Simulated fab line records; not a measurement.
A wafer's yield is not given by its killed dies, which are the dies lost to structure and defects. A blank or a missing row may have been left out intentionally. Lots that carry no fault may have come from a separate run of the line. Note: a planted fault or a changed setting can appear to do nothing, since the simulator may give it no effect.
Check of tool commonality	flow nandHarc	13 lots, 45 wafers sampled

== WHY THIS WAS OPENED ==
At NHARC_A_ONON_D2_THK_MEAS_30 the reading thkNm is flagged on 2 of 13 lots. No-fault wafers: 1002 nm, standard deviation 9.9.
Rule: a lot is flagged in two cases, either no wafer of it has a number, or all its wafers with numbers fall more than 4 standard deviations from that mean. All remaining lots are regarded as sound.

lot	measured	on	thkNm (nm), wafer by wafer	flag
L598	day 13 13:32	filmMetro-01	1030 1029 1028	
L600	day 14 03:04	filmMetro-01	1010 1011 1011	
L601	day 14 14:52	filmMetro-02	1006 1006 1006	
L603	day 15 04:58	filmMetro-02	992 992 993	
L604	day 15 14:36	filmMetro-01	1024 1023 1022	
L605	day 16 00:10	filmMetro-01	989 990 990	
L606	day 16 10:49	filmMetro-01	1011 1010 1009	
L607	day 16 11:08	filmMetro-01	1005 1004 1005	
L609	day 17 11:51	filmMetro-01	1002 1005 1003	
L610	day 18 01:52	filmMetro-02	985 985 984	
L616	day 21 09:41	filmMetro-01	912 912 911 910 912 912	FLAGGED
L617	day 21 09:41	filmMetro-02	1013 1009 1011	
L618	day 21 16:18	filmMetro-01	905 902 905 902 905 903	FLAGGED
The mean of the flagged lots' numbers is 908 nm, -94 nm from the usual (-10 standard deviations).

== WHICH TOOL EACH LOT WENT THROUGH ==
The record holds 2 process steps before the reading, out of a route of 1302 steps. Cell contents, in order: the tool; ch with the chambers the sampled wafers went through; the start.
lot	flag	NHARC_A_DECK1_JOINT_CMP_13	NHARC_A_ONON_D2_DEP_28
L598		cmp-02 ch 0,1,2, day 11 23:31	pecvdOnon-04 ch 0, day 13 13:01
L600		cmp-01 ch 2,3, day 12 09:38	pecvdOnon-01 ch 0, day 14 02:33
L601		cmp-02 ch 0,3, day 12 16:25	pecvdOnon-01 ch 0, day 14 14:24
L603		cmp-02 ch 0,1,2, day 13 17:53	pecvdOnon-02 ch 0, day 15 04:28
L604		cmp-02 ch 1,2,3, day 14 00:16	pecvdOnon-01 ch 0, day 15 14:05
L605		cmp-02 ch 0,3, day 14 11:40	pecvdOnon-02 ch 0, day 15 23:38
L606		cmp-03 ch 0,1,2, day 14 22:10	pecvdOnon-01 ch 0, day 16 10:18
L607		cmp-01 ch 0,3, day 14 22:08	pecvdOnon-04 ch 0, day 16 10:37
L609		cmp-03 ch 1,2,3, day 16 01:38	pecvdOnon-04 ch 0, day 17 11:20
L610		cmp-03 ch 0,2, day 16 07:49	pecvdOnon-01 ch 0, day 18 01:21
L616	FLAGGED	cmp-03 ch 0,1,2, day 19 13:17	pecvdOnon-01 ch 0, day 21 09:14
L617		cmp-01 ch 0,1,2, day 19 13:16	pecvdOnon-04 ch 0, day 21 09:10
L618	FLAGGED	cmp-03 ch 1,2, day 20 03:31	pecvdOnon-01 ch 0, day 21 15:47
What the steps here do:
- NHARC_A_DECK1_JOINT_CMP_13: polishes, target thk 51.023 nm.
- NHARC_A_ONON_D2_DEP_28: target thk 1000 nm.
- NHARC_A_ONON_D2_THK_MEAS_30: measures by ellipsometry.

== FLAGGED OVER TOTAL, TOOL BY TOOL (the gauges that took the reading come last) ==
step	tool	lots run	flagged	share of the flagged lots	sound lots run after its first flagged lot
NHARC_A_DECK1_JOINT_CMP_13	cmp-01	3	0	none	-
NHARC_A_DECK1_JOINT_CMP_13	cmp-02	5	0	none	-
NHARC_A_DECK1_JOINT_CMP_13	cmp-03	5	2	all	0
NHARC_A_ONON_D2_DEP_28	pecvdOnon-01	7	2	all	0
NHARC_A_ONON_D2_DEP_28	pecvdOnon-02	2	0	none	-
NHARC_A_ONON_D2_DEP_28	pecvdOnon-04	4	0	none	-
NHARC_A_ONON_D2_THK_MEAS_30	filmMetro-01	9	2	all	0
NHARC_A_ONON_D2_THK_MEAS_30	filmMetro-02	4	0	none	-

== WHAT THE TABLE PERMITS ==
3 rows of the table ran every flagged lot: cmp-03 at NHARC_A_DECK1_JOINT_CMP_13, pecvdOnon-01 at NHARC_A_ONON_D2_DEP_28, filmMetro-01 at NHARC_A_ONON_D2_THK_MEAS_30.
- cmp-03 at NHARC_A_DECK1_JOINT_CMP_13: 2 of its 5 lots flagged. It ran its last sound lot, L610, at day 16 07:49 and its first flagged lot, L616, at day 19 13:17: a fault with its onset between the two fits.
- pecvdOnon-01 at NHARC_A_ONON_D2_DEP_28: 2 of its 7 lots flagged. It ran its last sound lot, L610, at day 18 01:21 and its first flagged lot, L616, at day 21 09:14: a fault with its onset between the two fits.
- filmMetro-01 at NHARC_A_ONON_D2_THK_MEAS_30: 2 of its 9 lots flagged. It ran its last sound lot, L609, at day 17 11:51 and its first flagged lot, L616, at day 21 09:41: a fault with its onset between the two fits.
Because each of these 3 tools fits a fault that began at some hour, counting lots does not separate them. More lots, or a look at what each step does to the wafer, might.

== WHAT WAS PUT IN BY THE SIMULATOR ==
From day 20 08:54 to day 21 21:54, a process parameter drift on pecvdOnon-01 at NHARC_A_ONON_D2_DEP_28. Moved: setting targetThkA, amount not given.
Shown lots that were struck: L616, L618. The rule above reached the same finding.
